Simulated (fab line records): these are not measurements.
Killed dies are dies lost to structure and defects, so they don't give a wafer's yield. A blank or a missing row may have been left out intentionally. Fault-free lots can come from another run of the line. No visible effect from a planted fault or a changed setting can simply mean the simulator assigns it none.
Comparing a struck lot with a sound one | flow n5-finfet | 22 steps out of a route of 1938
Sound: these wafers, L135.2, L135.4, L135.5. Struck: wafer L139.4 (L139.1, L139.6, from the same lot, were not struck and are left out); the cause is given at the end.
For every step that has rows: the tool of each side, followed by ch and its chambers, followed by its first start. Under that, the readings that differ: sound wafers | struck wafers | difference of the means | sigmas: that difference in standard deviations of wafers without a fault.
alike: readings whose means differ by less than 2 such deviations, and words and numbers that are the same on both sides. not compared: withheld readings, readings that some wafer has no value for, bounds like >300 that may hide the same value, and numbers for which the record gives no deviation and whose values overlap.
A row with sigmas, a row that says differs or no value, or rows on one side alone: a step with any of these is where the two part. When numbers do not overlap yet have no deviation, they are printed without sigmas and do not part them. A reading missing from all wafers of one side parts the sides only when that side holds two or more wafers.

N5_BEOL_M4_ANNEAL_87: time 240 s.
  sound on pvd-sputter-03, day 10 00:35; struck on pvd-sputter-01, day 11 18:02
  alike: heater-power-w
N5_BEOL_M4_SPUTTER_88: material Cu, target thk 4.5 nm, time 8.29 s.
  sound on pvd-sputter-03, day 10 00:44; struck on pvd-sputter-01, day 11 18:11
  alike: throttle-valve-pct
then, 1 step without rows for these wafers: N5_BEOL_M4_ANNEAL_89 (time 240 s).
N5_BEOL_M4_SPUTTER_90: material Cu, target thk 4.5 nm, time 8.29 s.
  sound on pvd-sputter-03, day 10 00:57; struck on pvd-sputter-01, day 11 18:24
  reading                | sound          | struck | difference | sigmas
  throttle-valve-pct (%) | 32.9 31.9 29.1 | 29.2   | -2.1       | -2
then, 3 steps without rows for these wafers: N5_BEOL_M4_ANNEAL_91 (time 240 s); N5_BEOL_M4_SPUTTER_92 (material Cu, target thk 4.5 nm, time 8.29 s); N5_BEOL_M4_ANNEAL_93 (time 240 s).
N5_BEOL_M4_SPUTTER_94: material Cu, target thk 4.5 nm, time 8.29 s.
  sound on pvd-sputter-03, day 10 01:23; struck on pvd-sputter-01, day 11 18:50
  alike: throttle-valve-pct
then, 4 steps without rows for these wafers: N5_BEOL_M4_ANNEAL_95 (time 240 s); N5_BEOL_M4_SPUTTER_96 (material Cu, target thk 4.5 nm, time 8.29 s); N5_BEOL_M4_ECD_50 (material Cu, target thk 300 nm); N5_BEOL_M4_ANNEAL_51 (time 90 s).
N5_BEOL_M4_CMP_52: polishes, stops on SiOC, t overpolish 6.8 s, target thk 40 nm.
  sound on cmp-02 ch 0,2,3, day 10 02:06; struck on cmp-02 ch 2, day 11 19:40
  reading                      | sound             | struck | difference | sigmas
  barrier-field-endpoint-s (s) | 24.5 23.9 25.0    | 41.1   | +16.6      | +27
  overpolish-run-s (s)         | 6.776 6.807 6.804 | 0.036  | -6.760     | -99 or more
  retaining-ring-pressure-frac | 0.999 0.991 1.002 | 1.009  | +0.012     | +2
  time-to-endpoint-s (s)       | 60.1 60.8 61.8    | 81.6   | +20.7      | +7
  alike: motor-current-A
N5_BEOL_M4_THK_MEAS_53: measures by xrf.
  sound on film-metro-01, day 10 02:24; struck on film-metro-02, day 11 19:58
  reading     | sound          | struck | difference | sigmas
  M4_THK (nm) | 40.0 41.1 40.8 | 152.5  | +111.9     | +93
then, 1 step without rows for these wafers: N5_BEOL_M4_PRE_CLEAN_60 (time 15 s).
N5_BEOL_M4_CO_CAP_55: material Co, precursor CCTBA/H2, target thk 2 nm, time 102.1 s.
  sound on cvd-co-01 ch 1,2, day 10 02:28; struck on cvd-co-02 ch 0, day 11 20:02
  reading            | sound       | struck | difference | sigmas
  heater-power-w (W) | 279 244 275 | 221    | -45        | -2
  not compared: since-wet-clean-h
then, 2 steps without rows for these wafers: N5_BEOL_M4_PRE_CLEAN_56 (time 15 s); N5_BEOL_M4_DEP_57 (deposits SiCN from 3MS/NH3, target thk 8 nm, time 14 s).
N5_BEOL_M4_INSPECT_59: inspects for defects (darkfield).
  sound on defect-inspect-02, day 10 02:43; struck on defect-inspect-02, day 11 20:14
  reading          | sound    | struck | difference | sigmas
  raw-defect-count | 51 66 40 | 4883   | +4831      | +99 or more
N5_BEOL_M4_RC_MEAS_101:
  the record has rows for the sound wafers here (prober-02 ch 0, day 10 03:04) and none for the struck ones
then, 1 step without rows for these wafers: N5_BEOL_M5_ILD_DEP_00 (deposits SiCOH lowk from DEMS/porogen, target thk 140.64 nm, time 25.9 s).
-- a jump in the record: the struck wafers' starts before and after are 4 days apart (it breaks off in module BEOL_M5 and resumes in module PASSIVATION, where the first step shown is number 1936 of the route) --
N5_PASSIVATION_PROBE_49:
  sound on prober-02, day 13 22:40; struck on prober-01, day 15 19:27
  reading                  | sound          | struck | difference | sigmas
  defect-limited-yield (%) | 89.5 91.6 90.4 | 0      | -90        | -65
  killed_at_M4_up          | 21 9 15        | 1085   | +1070      | +99 or more
  killed-at-other          | 2 1 2          | 8      | +6         | +3
  killed-dies              | 124 99 113     | 1180   | +1068      | +67
  killed-on-rim            | 17 17 11       | 152    | +137       | +40
  sort-n-pass              | 1056 1081 1067 | 0      | -1068      | -67
  sort-yield-pct (%)       | 89.5 91.6 90.4 | 0      | -90        | -65
  alike: killed_at_M0_to_M3, killed-at-contacts, killed-at-front-end, killed-open, killed-short, sort_bin_5_function, sort_bin_6_memory

WHERE THEY PART
Earliest at N5_BEOL_M4_SPUTTER_90; latest, in this record, at N5_PASSIVATION_PROBE_49.

WHY: whatever the simulator had introduced
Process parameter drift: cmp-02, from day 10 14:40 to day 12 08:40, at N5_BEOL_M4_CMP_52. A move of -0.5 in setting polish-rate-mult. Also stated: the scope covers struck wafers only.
